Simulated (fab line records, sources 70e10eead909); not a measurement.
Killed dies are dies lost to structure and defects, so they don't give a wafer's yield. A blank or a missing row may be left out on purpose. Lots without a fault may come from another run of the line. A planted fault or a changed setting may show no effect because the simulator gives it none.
Which tool did it? | flow nand_harc | 21 lots, 63 wafers sampled, at 6 steps of a route of 1302

WHAT THE GAUGES READ, wafer by wafer
The record holds no reading of a measuring or inspecting step that can be judged against a usual standard deviation.

WHICH TOOL RAN EACH LOT (tool, then ch and the chambers of the sampled wafers, then the start)
lot  | NHARC_A_CHANNEL_HOLE_D1_ETCH_23  | NHARC_A_CHANNEL_HOLE_D1_ETCH_44    | NHARC_A_CHANNEL_HOLE_D1_STRIP_27              | NHARC_A_CHANNEL_FILL_D1_ALD_02   | NHARC_A_CHANNEL_FILL_D1_ETCHBACK_19 | NHARC_A_CHANNEL_FILL_D2_ETCHBACK_20
L074 | har_etch-01 ch 0,1, day 9 01:23  | rie_diel-06 ch 0,1, day 9 04:39    | rie_diel-06 ch 0,1,2, day 9 05:56 or earlier  | ald_hk-04 ch 2,3, day 9 05:56    | rie_si-05 ch 1,2, day 10 06:05      | rie_diel-13 ch 0,1,3, day 14 17:11
L075 | har_etch-02 ch 0,1, day 9 14:30  | rie_diel-02 ch 1,2, day 9 17:47    | rie_diel-02 ch 0,1,3, day 9 19:07 or earlier  | ald_hk-02 ch 0,2,3, day 9 19:07  | rie_si-05 ch 1,2,3, day 10 18:52    | rie_diel-12 ch 2,3, day 15 07:42
L076 | har_etch-01 ch 0,1, day 9 17:37  | rie_diel-02 ch 0,3, day 9 20:41    | rie_diel-02 ch 0,1,2, day 9 22:00 or earlier  | ald_hk-04 ch 0,1,2, day 9 22:00  | rie_si-05 ch 2,3, day 10 22:55      | rie_diel-12 ch 1,2,3, day 15 21:50
L077 | har_etch-02 ch 0,1, day 9 21:39  | rie_diel-06 ch 0,1,2, day 10 00:56 | rie_diel-06 ch 0,1,3, day 10 02:11 or earlier | ald_hk-04 ch 0,1,2, day 10 02:11 | rie_si-03 ch 0,3, day 11 02:34      | rie_diel-13 ch 0,3, day 15 21:49
L078 | har_etch-02 ch 0,1, day 10 09:57 | rie_diel-06 ch 0,2,3, day 10 13:09 | rie_diel-06 ch 0,3, day 10 14:33 or earlier   | ald_hk-04 ch 1,3, day 10 14:33   | rie_si-03 ch 0,2, day 11 15:01      | rie_diel-13 ch 1,2,3, day 16 09:05
L079 | har_etch-01 ch 0,1, day 10 11:01 | rie_diel-06 ch 0,3, day 10 14:21   | rie_diel-06 ch 0,2, day 10 15:47 or earlier   | ald_hk-04 ch 1,2,3, day 10 15:47 | rie_si-02 ch 0,1,3, day 11 15:02    | rie_diel-10 ch 0,2, day 16 09:05
L081 | har_etch-01 ch 0,1, day 12 01:07 | rie_diel-06 ch 0,2, day 12 04:11   | rie_diel-06 ch 0,1, day 12 05:35 or earlier   | ald_hk-04 ch 2,3, day 12 05:35   | rie_si-05 ch 1,3, day 13 05:49      | rie_diel-12 ch 0,2,3, day 17 17:57
L082 | har_etch-01 ch 0,1, day 12 05:17 | rie_diel-06 ch 0,1,2, day 12 08:22 | rie_diel-06 ch 1,2, day 12 09:40 or earlier   | ald_hk-04 ch 0,1,3, day 12 09:40 | rie_si-05 ch 1,2, day 13 09:55      | rie_diel-12 ch 0,2,3, day 18 05:17
L084 | har_etch-02 ch 0,1, day 12 20:33 | rie_diel-06 ch 0,2, day 12 23:44   | rie_diel-06 ch 0,2, day 13 01:04 or earlier   | ald_hk-04 ch 1,3, day 13 01:04   | rie_si-02 ch 0,3, day 14 03:45      | rie_diel-13 ch 0,2,3, day 19 00:05
L085 | har_etch-01 ch 0,1, day 13 06:26 | rie_diel-06 ch 0,1,3, day 13 09:30 | rie_diel-06 ch 0,1,3, day 13 10:47 or earlier | ald_hk-04 ch 0,1, day 13 10:47   | rie_si-03 ch 2,3, day 14 12:32      | rie_diel-12 ch 2,3, day 19 05:44
L087 | har_etch-02 ch 0,1, day 13 16:52 | rie_diel-03 ch 0,3, day 13 20:09   | rie_diel-03 ch 1,3, day 13 21:37 or earlier   | ald_hk-04 ch 0,2,3, day 13 21:37 | rie_si-05 ch 0,1,3, day 14 22:20    | rie_diel-13 ch 2,3, day 19 14:27
L086 | har_etch-01 ch 0,1, day 13 18:10 | rie_diel-02 ch 0,2,3, day 13 21:16 | rie_diel-02 ch 0,3, day 13 22:35 or earlier   | ald_hk-04 ch 2,3, day 13 22:35   | rie_si-02 ch 1,2, day 14 22:22      | rie_diel-10 ch 1,2,3, day 19 14:27
L089 | har_etch-01 ch 0, day 14 21:29   | rie_diel-02 ch 0,1,3, day 15 00:46 | rie_diel-02 ch 0,1, day 15 02:05 or earlier   | ald_hk-03 ch 0,2,3, day 15 02:05 | rie_si-03 ch 0,1,2, day 16 02:20    | rie_diel-12 ch 2,3, day 20 15:56
L088 | har_etch-02 ch 0,1, day 14 23:28 | rie_diel-06 ch 0,1, day 15 02:47   | rie_diel-06 ch 1,3, day 15 04:13 or earlier   | ald_hk-04 ch 0,2, day 15 04:13   | rie_si-02 ch 2,3, day 16 02:18      | rie_diel-13 ch 1,3, day 20 15:57
L091 | har_etch-01 ch 1, day 15 12:01   | rie_diel-02 ch 1,2, day 15 15:11   | rie_diel-02 ch 0,1, day 15 16:23 or earlier   | ald_hk-03 ch 0,1,2, day 15 16:23 | rie_si-03 ch 0,2, day 16 16:33      | rie_diel-12 ch 0,2,3, day 21 04:45
L090 | har_etch-02 ch 0,1, day 15 12:52 | rie_diel-03 ch 1,2, day 15 15:55   | rie_diel-03 ch 0,1,2, day 15 17:08 or earlier | ald_hk-04 ch 1,2, day 15 17:08   | rie_si-05 ch 0,2,3, day 16 16:34    | rie_diel-10 ch 1,2, day 21 04:46
L092 | har_etch-02 ch 0,1, day 16 02:23 | rie_diel-03 ch 0,2,3, day 16 05:28 | rie_diel-03 ch 2,3, day 16 06:38 or earlier   | ald_hk-02 ch 1,2,3, day 16 06:38 | rie_si-05 ch 1,2,3, day 17 06:41    | rie_diel-12 ch 0,1,2, day 22 03:40
L093 | har_etch-01 ch 0,1, day 16 10:39 | rie_diel-06 ch 1,2,3, day 16 13:56 | rie_diel-06 ch 0,1,3, day 16 17:50 or earlier | ald_hk-03 ch 0,1,3, day 16 17:50 | rie_si-02 ch 0,2,3, day 17 21:21    | rie_diel-12 ch 1,2,3, day 22 15:35
L095 | har_etch-02 ch 0,1, day 17 12:11 | rie_diel-06 ch 1,2,3, day 17 15:29 | rie_diel-06 ch 0,1,3, day 17 16:40 or earlier | ald_hk-02 ch 0,1,2, day 17 16:40 | rie_si-03 ch 0,1,2, day 18 17:05    | rie_diel-12 ch 0,2,3, day 23 10:55
L094 | har_etch-01 ch 0,1, day 17 12:52 | rie_diel-06 ch 0,1, day 17 16:10   | rie_diel-06 ch 0,3, day 17 17:34 or earlier   | ald_hk-04 ch 0,1,3, day 17 17:34 | rie_si-05 ch 0,1,3, day 18 17:07    | rie_diel-12 ch 1,2, day 23 07:37
L097 | har_etch-02 ch 0,1, day 18 08:07 | rie_diel-02 ch 2,3, day 18 11:12   | rie_diel-02 ch 0,1, day 18 12:29 or earlier   | ald_hk-02 ch 2,3, day 18 12:29   | rie_si-02 ch 0,1,3, day 19 11:28    | rie_diel-13 ch 2,3, day 24 03:13
- NHARC_A_CHANNEL_HOLE_D1_ETCH_23: etches the open film in C4F8/O2/Ar, time 819 s, target depth 1600 nm.
- NHARC_A_CHANNEL_HOLE_D1_ETCH_44: etches the open film in CF4/O2, target depth 140 nm, overetch 14 nm, time 77 s.
- NHARC_A_CHANNEL_HOLE_D1_STRIP_27: strips in O2.
- NHARC_A_CHANNEL_FILL_D1_ALD_02: deposits SiO2, target thk 6 nm, pulse time 10 s, ald cycles 60.
- NHARC_A_CHANNEL_FILL_D1_ETCHBACK_19: etches the open film in HBr/Cl2, target depth 5 nm, time 1.7 s.
- NHARC_A_CHANNEL_FILL_D2_ETCHBACK_20: etches the open film in C4F8/O2/Ar, target depth 27 nm, time 13.5 s.

WHAT THE TOOLS THEMSELVES READ (means of the sampled wafers that have a number; where no wafer has one, the mark that the record gives instead)
NHARC_A_CHANNEL_HOLE_D1_ETCH_23. Usual: c4f8_flow_sccm 89.3 sccm, standard deviation 0.3; drypump_motor_current_A 5.9 A, standard deviation 0.42; o2_flow_sccm 35.70 sccm, standard deviation 0.1; showerhead_plenum_p_Torr 3.61 Torr, standard deviation 0.13; throttle_valve_pct 32.154 %, standard deviation 0.0083.
lot  | tool        | c4f8_flow_sccm (sccm) | drypump_motor_current_A (A) | o2_flow_sccm (sccm) | showerhead_plenum_p_Torr (Torr) | throttle_valve_pct (%) | flag
L074 | har_etch-01 | 89.5                  | 5.6                         | 35.72               | 3.69                            | 32.157                 |
L075 | har_etch-02 | 89.1                  | 6.2                         | 35.66               | 3.52                            | 32.158                 |
L076 | har_etch-01 | 89.8                  | 5.6                         | 35.68               | 3.68                            | 32.147                 |
L077 | har_etch-02 | 89.3                  | 6.1                         | 35.63               | 3.53                            | 32.157                 |
L078 | har_etch-02 | 89.3                  | 6.1                         | 35.77               | 3.52                            | 32.164                 |
L079 | har_etch-01 | 89.9                  | 5.6                         | 35.68               | 3.67                            | 32.151                 |
L081 | har_etch-01 | 89.4                  | 5.6                         | 35.71               | 3.66                            | 32.155                 |
L082 | har_etch-01 | 89.3                  | 5.6                         | 35.77               | 3.66                            | 32.145                 |
L084 | har_etch-02 | 89.3                  | 6.1                         | 35.58               | 3.51                            | 32.150                 |
L085 | har_etch-01 | 89.1                  | 5.6                         | 35.66               | 3.65                            | 32.153                 |
L087 | har_etch-02 | 89.2                  | 6.2                         | 35.80               | 3.49                            | 32.158                 |
L086 | har_etch-01 | 89.3                  | 5.9                         | 35.80               | 3.61                            | 32.156                 |
L089 | har_etch-01 | 89.2                  | 5.2                         | 35.63               | 3.69                            | 32.153                 |
L088 | har_etch-02 | 89.5                  | 6.1                         | 35.72               | 3.49                            | 32.156                 |
L091 | har_etch-01 | 89.0                  | 6.3                         | 35.68               | 3.55                            | 32.157                 |
L090 | har_etch-02 | 89.7                  | 6.1                         | 35.63               | 3.48                            | 32.158                 |
L092 | har_etch-02 | 89.4                  | 6.1                         | 35.86               | 3.48                            | 32.158                 |
L093 | har_etch-01 | 89.6                  | 6.0                         | 35.67               | 3.59                            | 32.150                 |
L095 | har_etch-02 | 89.1                  | 6.1                         | 35.70               | 3.93                            | 32.155                 |
L094 | har_etch-01 | 89.6                  | 5.6                         | 35.73               | 3.62                            | 32.154                 |
L097 | har_etch-02 | 89.5                  | 6.2                         | 35.81               | 3.93                            | 32.155                 |

NHARC_A_CHANNEL_HOLE_D1_ETCH_44. Usual: drypump_motor_current_A 5.93 A, standard deviation 0.25; o2_flow_sccm 20.01 sccm, standard deviation 0.064; oes_f_703_au 1.000 a.u., standard deviation 0.0048; oes_product_au 0.997 a.u., standard deviation 0.0089; rf_vpp_V 198.0 V, standard deviation 1.2; showerhead_plenum_p_Torr 1.34 Torr, standard deviation 0.041; throttle_valve_pct 13.397 %, standard deviation 0.009.
lot  | tool        | drypump_motor_current_A (A) | o2_flow_sccm (sccm) | oes_f_703_au (a.u.) | oes_product_au (a.u.) | rf_vpp_V (V) | showerhead_plenum_p_Torr (Torr) | throttle_valve_pct (%) | flag
L074 | rie_diel-06 | 6.11                        | 19.96               | 1.003               | 1.006                 | 197.8        | 1.35                            | 13.404                 |
L075 | rie_diel-02 | 5.68                        | 20.08               | 1.005               | 0.998                 | 199.1        | 1.38                            | 13.397                 |
L076 | rie_diel-02 | 5.72                        | 20.01               | 0.994               | 0.989                 | 196.9        | 1.27                            | 13.397                 |
L077 | rie_diel-06 | 5.96                        | 20.01               | 0.993               | 0.988                 | 197.8        | 1.34                            | 13.395                 |
L078 | rie_diel-06 | 5.94                        | 20.03               | 1.003               | 0.991                 | 198.1        | 1.35                            | 13.396                 |
L079 | rie_diel-06 | 6.08                        | 20.00               | 1.001               | 1.005                 | 197.6        | 1.36                            | 13.392                 |
L081 | rie_diel-06 | 5.86                        | 20.00               | 0.999               | 0.987                 | 197.5        | 1.34                            | 13.394                 |
L082 | rie_diel-06 | 5.95                        | 20.00               | 1.001               | 0.996                 | 197.7        | 1.34                            | 13.401                 |
L084 | rie_diel-06 | 5.84                        | 20.01               | 1.000               | 0.990                 | 197.2        | 1.34                            | 13.401                 |
L085 | rie_diel-06 | 6.02                        | 20.01               | 1.000               | 0.994                 | 198.2        | 1.35                            | 13.404                 |
L087 | rie_diel-03 | 6.33                        | 19.99               | 0.999               | 1.003                 | 196.8        | 1.29                            | 13.397                 |
L086 | rie_diel-02 | 5.65                        | 20.05               | 1.001               | 0.998                 | 199.0        | 1.36                            | 13.396                 |
L089 | rie_diel-02 | 5.71                        | 19.95               | 0.997               | 0.993                 | 198.7        | 1.39                            | 13.393                 |
L088 | rie_diel-06 | 6.04                        | 20.02               | 0.999               | 0.994                 | 197.8        | 1.35                            | 13.396                 |
L091 | rie_diel-02 | 5.68                        | 19.98               | 1.000               | 1.003                 | 198.4        | 1.37                            | 13.401                 |
L090 | rie_diel-03 | 6.25                        | 19.98               | 0.998               | 1.000                 | 197.3        | 1.33                            | 13.401                 |
L092 | rie_diel-03 | 6.44                        | 19.93               | 0.996               | 0.999                 | 198.5        | 1.34                            | 13.397                 |
L093 | rie_diel-06 | 5.88                        | 19.97               | 0.998               | 1.007                 | 197.8        | 1.34                            | 13.397                 |
L095 | rie_diel-06 | 5.87                        | 19.97               | 1.000               | 0.995                 | 198.3        | 1.34                            | 13.402                 |
L094 | rie_diel-06 | 6.05                        | 20.02               | 1.000               | 0.999                 | 198.4        | 1.34                            | 13.401                 |
L097 | rie_diel-02 | 5.63                        | 20.00               | 0.999               | 0.995                 | 198.2        | 1.34                            | 13.392                 |

NHARC_A_CHANNEL_HOLE_D1_STRIP_27. Usual: drypump_motor_current_A 5.94 A, standard deviation 0.26; o2_flow_sccm 500.0 sccm, standard deviation 1.7; oes_product_au 0.997 a.u., standard deviation 0.0084; rf_vpp_V 57.9 V, standard deviation 0.85; showerhead_plenum_p_Torr 3.55 Torr, standard deviation 0.1; throttle_valve_pct 17.037 %, standard deviation 0.0092.
lot  | tool        | drypump_motor_current_A (A) | o2_flow_sccm (sccm) | oes_product_au (a.u.) | rf_vpp_V (V) | showerhead_plenum_p_Torr (Torr) | throttle_valve_pct (%) | flag
L074 | rie_diel-06 | 5.97                        | 501.1               | 0.992                 | 57.4         | 3.55                            | 17.035                 |
L075 | rie_diel-02 | 5.71                        | 500.1               | 0.997                 | 57.7         | 3.51                            | 17.027                 |
L076 | rie_diel-02 | 5.66                        | 501.1               | 0.987                 | 57.8         | 3.57                            | 17.037                 |
L077 | rie_diel-06 | 6.02                        | 498.6               | 0.997                 | 58.3         | 3.56                            | 17.045                 |
L078 | rie_diel-06 | 6.10                        | 499.7               | 0.998                 | 57.6         | 3.58                            | 17.044                 |
L079 | rie_diel-06 | 5.86                        | 499.4               | 0.994                 | 57.2         | 3.55                            | 17.035                 |
L081 | rie_diel-06 | 6.06                        | 501.7               | 1.002                 | 58.6         | 3.55                            | 17.038                 |
L082 | rie_diel-06 | 5.90                        | 502.1               | 0.999                 | 57.5         | 3.53                            | 17.040                 |
L084 | rie_diel-06 | 6.01                        | 502.6               | 0.992                 | 57.6         | 3.56                            | 17.038                 |
L085 | rie_diel-06 | 6.03                        | 501.9               | 1.000                 | 58.5         | 3.56                            | 17.032                 |
L087 | rie_diel-03 | 6.11                        | 499.8               | 1.007                 | 57.3         | 3.40                            | 17.029                 |
L086 | rie_diel-02 | 5.73                        | 500.7               | 0.994                 | 57.7         | 3.71                            | 17.042                 |
L089 | rie_diel-02 | 5.67                        | 497.4               | 1.007                 | 58.3         | 3.59                            | 17.043                 |
L088 | rie_diel-06 | 5.95                        | 501.3               | 0.997                 | 58.2         | 3.54                            | 17.036                 |
L091 | rie_diel-02 | 5.66                        | 500.1               | 0.999                 | 58.3         | 3.59                            | 17.041                 |
L090 | rie_diel-03 | 6.40                        | 497.9               | 0.999                 | 57.0         | 3.51                            | 17.027                 |
L092 | rie_diel-03 | 6.44                        | 499.6               | 1.003                 | 57.7         | 3.57                            | 17.033                 |
L093 | rie_diel-06 | 6.04                        | 500.0               | 0.994                 | 56.9         | 3.55                            | 17.032                 |
L095 | rie_diel-06 | 6.03                        | 499.8               | 0.997                 | 58.0         | 3.55                            | 17.038                 |
L094 | rie_diel-06 | 6.08                        | 499.0               | 0.992                 | 57.2         | 3.57                            | 17.036                 |
L097 | rie_diel-02 | 5.72                        | 499.0               | 1.001                 | 57.3         | 3.63                            | 17.038                 |

NHARC_A_CHANNEL_FILL_D1_ALD_02. Usual: heater_power_w 458 W, standard deviation 40; precursor_pulse_height_rel 1.002, standard deviation 0.019.
lot  | tool      | heater_power_w (W) | precursor_pulse_height_rel | flag
L074 | ald_hk-04 | 503                | 0.999                      |
L075 | ald_hk-02 | 419                | 1.011                      |
L076 | ald_hk-04 | 445                | 0.991                      |
L077 | ald_hk-04 | 451                | 0.999                      |
L078 | ald_hk-04 | 466                | 1.001                      |
L079 | ald_hk-04 | 470                | 0.990                      |
L081 | ald_hk-04 | 496                | 1.005                      |
L082 | ald_hk-04 | 462                | 0.979                      |
L084 | ald_hk-04 | 445                | 1.010                      |
L085 | ald_hk-04 | 440                | 1.004                      |
L087 | ald_hk-04 | 478                | 1.006                      |
L086 | ald_hk-04 | 495                | 1.000                      |
L089 | ald_hk-03 | 495                | 0.995                      |
L088 | ald_hk-04 | 466                | 0.992                      |
L091 | ald_hk-03 | 484                | 0.993                      |
L090 | ald_hk-04 | 445                | 1.017                      |
L092 | ald_hk-02 | 416                | 1.020                      |
L093 | ald_hk-03 | 496                | 1.003                      |
L095 | ald_hk-02 | 431                | 0.999                      |
L094 | ald_hk-04 | 461                | 0.984                      |
L097 | ald_hk-02 | 393                | 1.022                      |

NHARC_A_CHANNEL_FILL_D1_ETCHBACK_19. Usual: drypump_motor_current_A 5.8 A, standard deviation 0.38; oes_product_au 1.002 a.u., standard deviation 0.011; throttle_valve_pct 26.407 %, standard deviation 0.009.
lot  | tool      | drypump_motor_current_A (A) | oes_product_au (a.u.) | throttle_valve_pct (%) | flag
L074 | rie_si-05 | 5.7                         | 0.999                 | 26.410                 |
L075 | rie_si-05 | 6.0                         | 1.002                 | 26.418                 |
L076 | rie_si-05 | 5.9                         | 1.002                 | 26.409                 |
L077 | rie_si-03 | 5.9                         | 0.994                 | 26.405                 |
L078 | rie_si-03 | 6.1                         | 0.995                 | 26.413                 |
L079 | rie_si-02 | 5.3                         | 1.003                 | 26.417                 |
L081 | rie_si-05 | 6.0                         | 1.001                 | 26.409                 |
L082 | rie_si-05 | 5.8                         | 1.009                 | 26.406                 |
L084 | rie_si-02 | 5.4                         | 0.995                 | 26.403                 |
L085 | rie_si-03 | 5.9                         | 0.979                 | 26.410                 |
L087 | rie_si-05 | 5.9                         | 1.006                 | 26.413                 |
L086 | rie_si-02 | 5.9                         | 1.007                 | 26.415                 |
L089 | rie_si-03 | 6.0                         | 1.002                 | 26.405                 |
L088 | rie_si-02 | 5.8                         | 1.015                 | 26.404                 |
L091 | rie_si-03 | 6.1                         | 0.994                 | 26.405                 |
L090 | rie_si-05 | 5.9                         | 1.007                 | 26.396                 |
L092 | rie_si-05 | 6.0                         | 0.999                 | 26.402                 |
L093 | rie_si-02 | 5.6                         | 1.014                 | 26.404                 |
L095 | rie_si-03 | 6.0                         | 1.001                 | 26.420                 |
L094 | rie_si-05 | 5.9                         | 1.005                 | 26.413                 |
L097 | rie_si-02 | 5.3                         | 1.007                 | 26.419                 |

NHARC_A_CHANNEL_FILL_D2_ETCHBACK_20. Usual: oes_product_au 0.987 a.u., standard deviation 0.023; rf_vpp_V 975 V, standard deviation 4.6.
lot  | tool        | oes_product_au (a.u.) | rf_vpp_V (V) | flag
L074 | rie_diel-13 | 0.987                 | 972          |
L075 | rie_diel-12 | 1.003                 | 977          |
L076 | rie_diel-12 | 0.919                 | 979          |
L077 | rie_diel-13 | 1.005                 | 973          |
L078 | rie_diel-13 | 0.992                 | 972          |
L079 | rie_diel-10 | 0.994                 | 976          |
L081 | rie_diel-12 | 0.932                 | 975          |
L082 | rie_diel-12 | 1.002                 | 975          |
L084 | rie_diel-13 | 0.990                 | 972          |
L085 | rie_diel-12 | 0.991                 | 977          |
L087 | rie_diel-13 | 1.000                 | 972          |
L086 | rie_diel-10 | 1.010                 | 975          |
L089 | rie_diel-12 | 0.991                 | 977          |
L088 | rie_diel-13 | 0.988                 | 972          |
L091 | rie_diel-12 | 0.954                 | 976          |
L090 | rie_diel-10 | 0.995                 | 973          |
L092 | rie_diel-12 | 0.994                 | 977          |
L093 | rie_diel-12 | 1.005                 | 980          |
L095 | rie_diel-12 | 1.007                 | 976          |
L094 | rie_diel-12 | 1.004                 | 980          |
L097 | rie_diel-13 | 0.994                 | 973          |

THE ANSWER, worked out from the rows above alone
Rule: a lot is off if the mean of its wafers that have a number lies more than 3 standard deviations from the usual mean. A lot without any number at a reading at which 4 lots or more have one is off too. The other lots that the step has rows for count as sound. The gauges are gone through in route order, then the tools' own readings, and for those a lot's mean is taken as printed above. The first step at which some lot is off is used, and at that step the reading that is off furthest; a lot without a number counts as furthest.
No lot is off at any reading shown: from this, nothing can be told.

WHAT THE SIMULATOR HAD PUT IN
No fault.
